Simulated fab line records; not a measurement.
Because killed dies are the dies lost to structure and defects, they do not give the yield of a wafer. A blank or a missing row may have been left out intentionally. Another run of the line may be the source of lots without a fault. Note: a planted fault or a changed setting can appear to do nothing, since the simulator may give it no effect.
Problem report in the 8D (eight disciplines) form, filled by code	flow n5-finfet	the parts of the form that need people (team, actions taken, sign-off) are left out

1. WHAT WENT WRONG
Mean of killed_at_M4_up at N5_PASSIVATION_PROBE_49: 105 across 6 wafers in 2 lots; on wafers with no fault it is 15 (standard deviation 5.6). Relative to the usual mean, that is a shift of +16 standard deviations.
First seen on wafer L363.1, day 16 11:33, on prober-01. At this step, 15 wafers from 5 lots have a number in the record. The rule behind "out" and "out of limits": a value lying over 4 standard deviations away from the usual mean. All remaining wafers that have a number are taken as sound.

2. WHAT IT IS, AND WHAT IT ISN'T
question	is	is not
which readings at this step	killed_at_M4_up	killed_at_M0_to_M3, killed-at-contacts, killed-at-front-end, killed-at-other, killed-open, killed-short, sort_bin_8_speed
which lots	L361, L363	L350, L368, L370
which wafers of those lots	all that have a number	-
read on which tools	prober-01, prober-02	-
when	from day 16 11:33	up to then (3 sound wafers); but 6 sound wafers of L368, L370 came after

3. THE SUSPECTS, EACH WITH WHAT RULES IT OUT
Counting: a tool stays on the suspect list if, at a process step up to the reading, it processed all lots that are out and no sound lot following the first of them.
- rie-diel-01 at N5_BEOL_M11_ETCH_41 (etches SiCN in CH3F/O2, target depth 42.6 nm, time 86 s): kept. All lots that are out passed through it, beginning with L363 at day 14 20:25, and no sound lot followed; its final sound lot before that point was L350 at day 11 15:16.
The count leaves rie-diel-01 at N5_BEOL_M11_ETCH_41.

4. THE CAUSE (what the simulator had put in)
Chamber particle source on rie-diel-01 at N5_BEOL_M11_ETCH_41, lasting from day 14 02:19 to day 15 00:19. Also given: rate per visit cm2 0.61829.
After counting, this tool was the only one left.

5. THE CHAIN OF EFFECTS, in route order
One row per reading whose mean, taken over the struck wafers that have a number, lies over 3 standard deviations from the usual. Only readings whose record carries a usual standard deviation are examined. hours: median over the lots of the time between each lot's start at the first step of this table that gives one and its start at this step. sigmas: the change, counted in usual standard deviations.
hours	step	reading	usual	on struck wafers	change	sigmas
0	N5_PASSIVATION_PROBE_49	defect-limited-yield	91.3 %	84.0	-7.3	-5.2
0	N5_PASSIVATION_PROBE_49	killed_at_M4_up	15	105	+90	+16
0	N5_PASSIVATION_PROBE_49	killed-dies	103	189	+86	+5.1
0	N5_PASSIVATION_PROBE_49	sort_bin_5_function	5.1 %	10.2	+5.1	+5.4
0	N5_PASSIVATION_PROBE_49	sort-n-pass	1077	991	-86	-5.1
0	N5_PASSIVATION_PROBE_49	sort-yield-pct	91.3 %	84.0	-7.3	-4.9
Its process steps:
- N5_PASSIVATION_PROBE_49

6. HOW IT WOULD HAVE BEEN CAUGHT EARLIER
First out-of-limits reading in this record: day 16 11:33, which is 57 hours after fault onset at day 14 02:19.
No tool reading at N5_BEOL_M11_ETCH_41 that has a usual standard deviation in the record was out on any struck wafer, so an alarm limit of 4 standard deviations on those readings would not have fired.
Each of the lots that are out, 2 in all, had begun N5_BEOL_M11_ETCH_41 on rie-diel-01 no later than day 16 11:33. Had the tool been put on hold then, not one of them would have been saved.
